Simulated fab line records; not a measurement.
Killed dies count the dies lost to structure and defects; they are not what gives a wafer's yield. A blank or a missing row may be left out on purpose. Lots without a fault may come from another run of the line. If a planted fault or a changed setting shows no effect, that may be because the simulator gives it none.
fab line records -- flow nand-harc
record: lots: 6, wafers: 18, last-day: 33
route steps=1302 shown A_STAIRCASE@750
lots untouched by any fault: they come from a run of this same line in which no faults occurred
start-h: start of the lot's first displayed wafer, in hours after the record's first day -- wait-h: how many hours have passed since the lot's step before this one -- " the same as in the row above -- L1.1+2: one row covering several wafers at once -- - no value present, or no start provided -- * or withheld: withheld -- < > ~ a bound
route shown NAME@n: names a module that has steps shown in the file, with the first one's number in the route -- usual: average and standard deviation across the fault-free wafers -- same: alike in all rows -- chamber/n: place in a boat -- sites: per-site readings -- _std_site: standard deviation of those values -- _edge_site: mean of outer sites minus mean of inner sites -- radius-mm: for every site, how far away it sits from the centre of the wafer -- mask NAME#n: copy n -- behind: tool/chamber where the wafer was last shaped -- hold: why the lot went on hold/how many hours it stayed there/how the hold came to an end -- device: the transistor (n, p or np) that didn't switch -- end of line: at the end of the route, the tests of the same wafers -- step lacking rows: just its recipe -- killed: dies that structure and defects cost at the first sort, which is not the same as the wafer's yield -- map: shows each die of a wafer: x if killed, . if not, _ if none is there
set.NAME: setting as actually run; set.NAME@STEP: the setting as run at that earlier step -- model.NAME: the simulator's own value behind a step, which no gauge read
lots at selected steps of the route; one table per step, one row per wafer
services: from which hour (start-h, from the record's first day; less than 0 if before it) a tool's chamber was out of use, for how many hours, and why
== steps ==
step: NHARC_A_STAIRCASE_ETCH_236
recipe: target-depth-a: 1000, time-s: 40.5, ion-energy-ev: 400, c4f8-flow-sccm: 20, o2-flow-sccm: 10, ar-flow-sccm: withheld, rf-w: 600, bias-w: 1000, chemistry: C4F8/O2
usual: oes-product-au: 0.944/0.015, rf-fwd-power-W: 593.5/2.7, rf-vpp-V: 894/5.5
lot.wafer,tool,chamber,start-h,wait-h,oes-product-au,rf-fwd-power-W,rf-hours-counter-h,rf-vpp-V
L473.3,rie-diel-04,1,-,-,0.935,586.4,3,899
L473.4,rie-diel-04,2,-,-,0.980,598.1,3,890
L473.6,rie-diel-04,0,-,-,0.942,596.0,-,888
L486.2,rie-diel-10,1,-,-,0.917,591.3,24,900
L486.4,rie-diel-10,2,-,-,0.930,591.8,24,886
L486.5,rie-diel-10,3,-,-,0.924,594.9,-,895
L489.3,rie-diel-05,0,-,-,0.953,595.7,35,896
L489.4,rie-diel-05,1,-,-,0.938,594.1,33,893
L489.2,rie-diel-05,3,-,-,0.926,593.3,33,905
L488.2,rie-diel-04,1,-,-,0.955,589.5,48,899
L488.4,rie-diel-04,2,-,-,0.970,596.6,48,887
L488.5,rie-diel-04,0,-,-,0.925,594.8,-,887
L492.2,rie-diel-05,0,-,-,0.949,592.1,46,898
L492.1,rie-diel-05,2,-,-,0.969,596.6,48,893
L492.5,rie-diel-05,0,-,-,0.952,595.3,-,896
L495.4,rie-diel-04,3,-,-,0.936,591.9,18,897
L495.2,rie-diel-04,0,-,-,0.915,593.6,19,887
L495.5,rie-diel-04,2,-,-,0.928,597.0,-,889
step: NHARC_A_STAIRCASE_STRIP_238
recipe: power-w: 1500, temp-c: 250, chemistry: O2
usual: drypump-motor-current-A: 5.84/0.25, heater-power-w: 367/39
lot.wafer,tool,chamber,start-h,wait-h,drypump-motor-current-A,heater-power-w,rf-hours-counter-h
L473.4,plasma-asher-02,1,372.64,0.2,6.10,396,-
L473.3,plasma-asher-02,0,372.64,0.2,6.05,385,-
L473.6,plasma-asher-02,1,372.64,0.2,6.12,409,-
L486.2,plasma-asher-01,0,505.57,0.1,5.70,348,30
L486.4,plasma-asher-01,1,505.57,0.1,5.52,309,-
L486.5,plasma-asher-01,1,505.57,0.1,5.51,305,-
L489.2,plasma-asher-02,0,524.12,0.1,6.06,423,20
L489.4,plasma-asher-02,0,524.12,0.1,6.04,415,-
L489.3,plasma-asher-02,1,524.12,0.1,6.11,386,-
L488.2,plasma-asher-02,1,525.07,0.1,6.11,389,20
L488.4,plasma-asher-02,1,525.07,0.1,6.12,394,-
L488.5,plasma-asher-02,0,525.07,0.1,6.07,423,-
L492.2,plasma-asher-02,1,567.96,0.1,6.12,398,31
L492.1,plasma-asher-02,0,567.96,0.1,6.07,427,31
L492.5,plasma-asher-02,0,567.96,0.1,6.06,421,-
L495.2,plasma-asher-01,1,593.83,0.1,5.54,325,12
L495.4,plasma-asher-01,1,593.83,0.1,5.54,321,-
L495.5,plasma-asher-01,1,593.83,0.1,5.52,324,-
step: NHARC_A_STAIRCASE_STRIP_239
recipe: time-s: 900, temp-c: 130, chemistry: SPM
step: NHARC_A_STAIRCASE_PRECLEAN_240
recipe: time-s: *, temp-c: 50, bath-age-min: 0, chemistry: SC1
step: NHARC_A_STAIRCASE_SRD_241
step: NHARC_A_STAIRCASE_DEHYDRATE_242
recipe: temp-c: 150, time-s: 120
step: NHARC_A_STAIRCASE_HMDS_243
recipe: time-s: 30
step: NHARC_A_STAIRCASE_COAT_244
recipe: spin-rpm: 1200
step: NHARC_A_STAIRCASE_SOFTBAKE_245
recipe: temp-c: 135, time-s: 170
step: NHARC_A_STAIRCASE_EBR_246
step: NHARC_A_STAIRCASE_EXPOSE_247
recipe: na: 0.5, dose-mj: 25.34, mask-id: SDS_1
step: NHARC_A_STAIRCASE_PEB_248
recipe: peb-temp-c: 115, peb-time-s: 130
usual: chill-plate-temp-C: 23.00/0.11, exhaust-pa: 45.1/0.92, plate-temp-C: 114.99/0.12
lot.wafer,tool,chamber,start-h,wait-h,chill-plate-temp-C,exhaust-pa,plate-temp-C
L473.3,litho-track-05,0,373.75,0.1,23.20,45.3,114.93
L473.4,litho-track-05,0,373.75,0.1,23.18,45.5,114.95
L473.6,litho-track-05,0,373.75,0.1,23.15,47.1,114.98
L486.2,litho-track-02,-,506.78,0.1,-,-,-
L486.4,litho-track-02,-,506.78,0.1,-,-,-
L486.5,litho-track-02,-,506.78,0.1,-,-,-
L489.2,litho-track-02,0,525.32,0.1,22.96,44.4,115.02
L489.3,litho-track-02,0,525.32,0.1,22.88,44.9,114.97
L489.4,litho-track-02,0,525.32,0.1,22.87,43.2,114.94
L488.2,litho-track-05,-,526.11,0.1,-,-,-
L488.4,litho-track-05,-,526.11,0.1,-,-,-
L488.5,litho-track-05,-,526.11,0.1,-,-,-
L492.1,litho-track-05,0,569.16,0.1,23.04,44.1,114.92
L492.2,litho-track-05,0,569.16,0.1,23.12,45.0,114.91
L492.5,litho-track-05,0,569.16,0.1,23.09,44.9,115.04
L495.2,litho-track-02,0,594.98,0.1,23.05,45.4,114.89
L495.4,litho-track-02,0,594.98,0.1,23.13,44.3,114.91
L495.5,litho-track-02,0,594.98,0.1,23.20,46.4,114.86
step: NHARC_A_STAIRCASE_DEVELOP_249
recipe: time-s: 140
== services ==
tool,chamber,start-h,hours,kind
rie-diel-04,-,355.68,9.0,pm
plasma-asher-02,-,357.16,0.7,repair
rie-diel-10,1,362.18,7.1,repair
plasma-asher-01,-,374.88,0.7,repair
rie-diel-04,2,384.20,2.6,repair
litho-track-02,-,402.00,7.0,pm
rie-diel-05,-,410.51,9.0,pm
rie-diel-10,-,421.86,9.0,pm
rie-diel-05,3,424.54,4.8,repair
plasma-asher-02,-,427.04,9.0,pm
plasma-asher-02,0,427.04,9.0,vent-cycle
plasma-asher-02,1,427.04,9.0,vent-cycle
plasma-asher-01,-,470.45,8.6,repair
litho-track-05,-,474.00,7.0,pm
rie-diel-10,1,482.68,6.5,repair
rie-diel-04,3,494.50,4.0,repair
plasma-asher-01,-,519.07,9.0,pm
rie-diel-04,-,532.68,9.0,pm
plasma-asher-01,-,542.52,3.2,repair
rie-diel-10,2,543.91,4.8,repair
rie-diel-05,-,561.39,0.7,repair
rie-diel-05,1,576.02,10.6,repair
litho-track-02,-,577.00,7.0,pm
rie-diel-05,-,587.51,9.0,pm
== key ==
first-sign: step: NHARC_A_STAIRCASE_PEB_248, reading: tool-record, direction: missing
effect none on later readings
met-at NHARC_A_STAIRCASE_PEB_248
struck-wafers L486.2,L486.4,L486.5,L488.2,L488.4,L488.5
later-rows-left-out L486.2,L486.4,L486.5,L488.2,L488.4,L488.5
sort-left-out L486.2,L486.4,L486.5,L488.2,L488.4,L488.5
tester-left-out L486,L488
onset-between 373.75 506.78
fault: kind: skipped-step-whole, tool: litho-track-02,litho-track-05, chamber: -, onset-h: 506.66, steps: NHARC_A_STAIRCASE_PEB_248, scope: struck-lots-only
tester-left-out: of these lots the tester's yield and bins aren't shown, on N5 and GAA mostly nor the transistor test; their killed dies are dies lost to structure and defects alone, not to doping, threshold or leakage, so they don't give the yield
sort-left-out: the simulated sort isn't trusted on such a fault, so these wafers' sort isn't shown, and their yield isn't known
later-rows-left-out: the simulator's readings of these wafers behind a module that went badly wrong aren't trusted and aren't shown, but for the sort
